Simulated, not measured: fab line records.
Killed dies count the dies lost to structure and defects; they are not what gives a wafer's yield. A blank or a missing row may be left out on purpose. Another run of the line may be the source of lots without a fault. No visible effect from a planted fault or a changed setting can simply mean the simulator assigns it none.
Split-lot experiment ; flow n5_finfet ; 21 wafers read across 7 lots, on a route 1938 steps long

THE SPLIT
At N5_BEOL_M6_TRENCH_ETCH_37 (etches SiCOH lowk in C4F6/O2, target depth 94.435 nm, time 31.5 s), the setting time_s was moved away from the recipe's 31.5 s on 4 of the 21 wafers read, by -17.9% to +15.0%. The other wafers ran this setting at the recipe's value.

FROM THE SPLIT TO THE READING: what the file shows between them, 11 steps
- N5_BEOL_M6_ETCH_41: etches SiCN in CH3F/O2, target depth 29.7 nm, time 52 s
- N5_BEOL_M6_STRIP_80: strips in N2/H2, time 10 s
- N5_BEOL_M6_OCD_MEAS_38
- N5_BEOL_M6_HM_STRIP_39: strips TiN in peroxide tin strip, target depth 25 nm, time 158 s
- N5_BEOL_M6_SRD_40: time 30 s
- N5_BEOL_M6_ECD_50: material Cu, target thk 300 nm
- N5_BEOL_M6_ANNEAL_51: time 90 s
- N5_BEOL_M6_CMP_52: polishes, stops on SiCOH lowk, t overpolish 6.9 s, target thk 80 nm
- N5_BEOL_M6_THK_MEAS_53: measures by xrf
- N5_BEOL_M6_PRE_CLEAN_55: time 15 s
- N5_BEOL_M6_DEP_56: deposits SiCN from 3MS/NH3, target thk 10 nm, time 17.5 s

THE READING
At N5_BEOL_M6_RS_MEAS_57, a four-point-probe measurement gives M6_RS in ohm/sq. Typical for fault-free wafers on this fab line: 0.286 ohm/sq, with standard deviation 0.0084 ohm/sq.

wafer;tool, chamber at the split;time_s as run, s;against the recipe;M6_RS, ohm/sq;against lot-mates on the recipe
L074.1;rie_diel-04, 3;31.5;recipe;0.291;-
L074.2;rie_diel-04, 1;31.5;recipe;0.291;-
L074.6;rie_diel-04, 2;31.5;recipe;0.306;-
L076.1;rie_diel-03, 1;31.5;recipe;0.278;-
L076.3;rie_diel-03, 3;31.5;recipe;0.295;-
L076.6;rie_diel-03, 3;34.18;+8.5%;0.260;-0.026
L078.3;rie_diel-04, 3;31.5;recipe;0.289;-
L078.4;rie_diel-04, 2;31.5;recipe;0.293;-
L078.6;rie_diel-04, 1;31.5;recipe;0.277;-
L081.1;rie_diel-01, 2;31.5;recipe;0.290;-
L081.2;rie_diel-01, 1;36.21;+15.0%;0.233;-0.057
L081.6;rie_diel-01, 3;36.21;+15.0%;0.243;-0.047
L080.1;rie_diel-03, 2;31.5;recipe;0.272;-
L080.3;rie_diel-03, 3;31.5;recipe;0.292;-
L080.5;rie_diel-03, 1;31.5;recipe;0.282;-
L088.2;rie_diel-04, 1;31.5;recipe;0.278;-
L088.3;rie_diel-04, 2;31.5;recipe;0.280;-
L088.5;rie_diel-04, 2;25.86;-17.9%;0.370;+0.091
L097.2;rie_diel-03, 2;31.5;recipe;0.284;-
L097.3;rie_diel-03, 1;31.5;recipe;0.288;-
L097.5;rie_diel-03, 1;31.5;recipe;0.296;-

FIT RESULTS
A straight line over all 21 wafers: M6_RS changes by -0.00383 ohm/sq for each +1% of time_s; r = -0.94; the points scatter about the line by 0.009 ohm/sq.
The same after taking each lot's own level away (the mean of its wafers on the recipe; 21 wafers): -0.00411 ohm/sq for each +1%; r = -0.96; scatter 0.008 ohm/sq.
According to that fit, moving time_s by its largest amount changes the reading by 0.074 ohm/sq.
The lots' own levels span 0.2790 to 0.2960 ohm/sq, that is 2.0 times the standard deviation above.
So the lot-to-lot level changes the slope little: the two slopes agree.
Check: for one of the wafers moved furthest among these (-17.9%), held out of the fit, the line's prediction against its lot-mates is +0.0615 ohm/sq. Against them it came out at +0.091 ohm/sq.

OTHER SPLITS ON THESE WAFERS
Before the reading, these wafers also passed through other splits. Each is held against what the fit with the lots' levels taken away leaves over:
other split on the same wafers;wafers away from the commonest value;r with M6_RS (lot level and that fit taken away)
N5_BEOL_M4_HM_DEP_02 target_thk_a;6;+0.16
N5_BEOL_M5_COAT_05 spin_rpm;11;+0.32
N5_BEOL_M5_ETCH_72 bias_w;3;-0.18

THE WHOLE CHAIN: every reading that the file lists as answering this split, in the file's order
step;what it does;reading;change (the file's fit);r (the file's)
N5_BEOL_M6_TRENCH_ETCH_37;etches SiCOH lowk in C4F6/O2, target depth 94.435 nm, time 31.5 s;etch.depth_nm (the simulator's own value, which no gauge read);+0.912 nm for each +1% of the setting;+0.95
N5_BEOL_M6_TRENCH_ETCH_37;etches SiCOH lowk in C4F6/O2, target depth 94.435 nm, time 31.5 s;BEOL_M6.feature_depth_nm (the simulator's own value, which no gauge read);+0.913 nm for each +1% of the setting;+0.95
N5_BEOL_M6_OCD_MEAS_38;;trench_depth_nm;+0.905 nm for each +1% of the setting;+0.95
N5_BEOL_M6_CMP_52;polishes, stops on SiCOH lowk, t overpolish 6.9 s, target thk 80 nm;Cu_of_BEOL_M6_ECD_50.thk_nm (the simulator's own value, which no gauge read);+0.945 nm for each +1% of the setting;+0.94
N5_BEOL_M6_THK_MEAS_53;measures by xrf;M6_THK;+0.907 for each +1% of the setting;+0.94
N5_BEOL_M6_RS_MEAS_57;measures by four-point-probe;M6_RS;-0.00428 for each +1% of the setting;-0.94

THE FILE'S OWN FIT
M6_RS changes by -0.00428 ohm/sq for each +1% of time_s, r = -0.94.
